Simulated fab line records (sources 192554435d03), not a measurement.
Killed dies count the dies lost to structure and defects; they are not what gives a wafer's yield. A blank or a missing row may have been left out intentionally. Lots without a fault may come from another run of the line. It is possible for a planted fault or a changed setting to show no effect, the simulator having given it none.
What tool caused it? :: flow n5-finfet :: 11 lots, 33 wafers sampled, at 2 steps of a route of 1938

== WHAT THE GAUGES READ, wafer by wafer ==
N5_MIM_BOT_LITHO_INSPECT_12: inspects for defects (macro).
lot: L310
measured: day 12 23:47
on: defect-inspect-01
raw-defect-count: 1 0 4

lot: L308
measured: day 13 03:42
on: defect-inspect-02
raw-defect-count: 1 3 4

lot: L312
measured: day 13 19:59
on: defect-inspect-01
raw-defect-count: 0 3 6

lot: L313
measured: day 14 07:10
on: defect-inspect-01
raw-defect-count: 2 0 0

lot: L307
measured: day 14 11:22
on: defect-inspect-02
raw-defect-count: 1 3 4

lot: L322
measured: day 16 17:43
on: defect-inspect-02
raw-defect-count: 2 2 4

lot: L324
measured: day 17 00:55
on: defect-inspect-02
raw-defect-count: 0 0 1

lot: L325
measured: day 17 05:05
on: defect-inspect-01
raw-defect-count: 2 3 2

lot: L327
measured: day 18 10:14
on: defect-inspect-01
raw-defect-count: 2 6 0

lot: L328
measured: day 18 10:31
on: defect-inspect-01
raw-defect-count: 1 3 2

lot: L330
measured: day 18 16:41
on: defect-inspect-01
raw-defect-count: 3 4 2

N5_PASSIVATION_INSPECT_61: inspects for defects (macro).
lot: L310
measured: day 13 01:19
on: defect-inspect-01
raw-defect-count: 1 0 1

lot: L308
measured: day 13 07:14
on: defect-inspect-02
raw-defect-count: 1 1 1

lot: L312
measured: day 13 21:43
on: defect-inspect-02
raw-defect-count: 4 5 4

lot: L313
measured: day 14 08:48
on: defect-inspect-02
raw-defect-count: 1 3 0

lot: L307
measured: day 14 12:47
on: defect-inspect-02
raw-defect-count: 0 2 1

lot: L322
measured: day 16 19:26
on: defect-inspect-02
raw-defect-count: 2 0 3

lot: L324
measured: day 17 03:32
on: defect-inspect-01
raw-defect-count: 2 1 1

lot: L325
measured: day 17 07:02
on: defect-inspect-01
raw-defect-count: 4 0 3

lot: L327
measured: day 18 13:24
on: defect-inspect-02
raw-defect-count: 4 0 5

lot: L328
measured: day 18 13:34
on: defect-inspect-01
raw-defect-count: 4 5 4

lot: L330
measured: day 18 18:18
on: defect-inspect-01
raw-defect-count: 3 3 4

== WHICH TOOL RAN EACH LOT (tool, then ch and the chambers of the sampled wafers, then the start) ==
There is no process step in the record ahead of these readings.

== AS READ BY THE TOOLS THEMSELVES (means over the sampled wafers that have a number; for cases with no such wafer, the mark the record gives instead) ==
The record holds no such reading with a usual standard deviation.

== THE ANSWER, worked out from the rows above alone ==
Rule: what is usual is taken from the lots themselves. Put in order of their means at a reading, lots are off if they are a third of the lots or fewer, leave a main group of 4 or more, and stand apart from it by a gap of 3 or more times the standard deviation of the main group's means; of several such gaps the widest counts. A main group is skipped when, at the precision printed for the reading in the tables above, its means are all equal. Also off: a lot with no number at a reading for which 4 or more lots have one. Any other lot the step has rows for is counted as sound. After the gauges, taken in route order, come the tools' own readings; for these a lot's mean is taken, as printed above. At the first step where some lot is off, the reading lying furthest off is the one used; lots without a number count as furthest.
No lot is off on any of the readings shown, so nothing can be concluded from this.

== WHAT WAS PUT IN BY THE SIMULATOR ==
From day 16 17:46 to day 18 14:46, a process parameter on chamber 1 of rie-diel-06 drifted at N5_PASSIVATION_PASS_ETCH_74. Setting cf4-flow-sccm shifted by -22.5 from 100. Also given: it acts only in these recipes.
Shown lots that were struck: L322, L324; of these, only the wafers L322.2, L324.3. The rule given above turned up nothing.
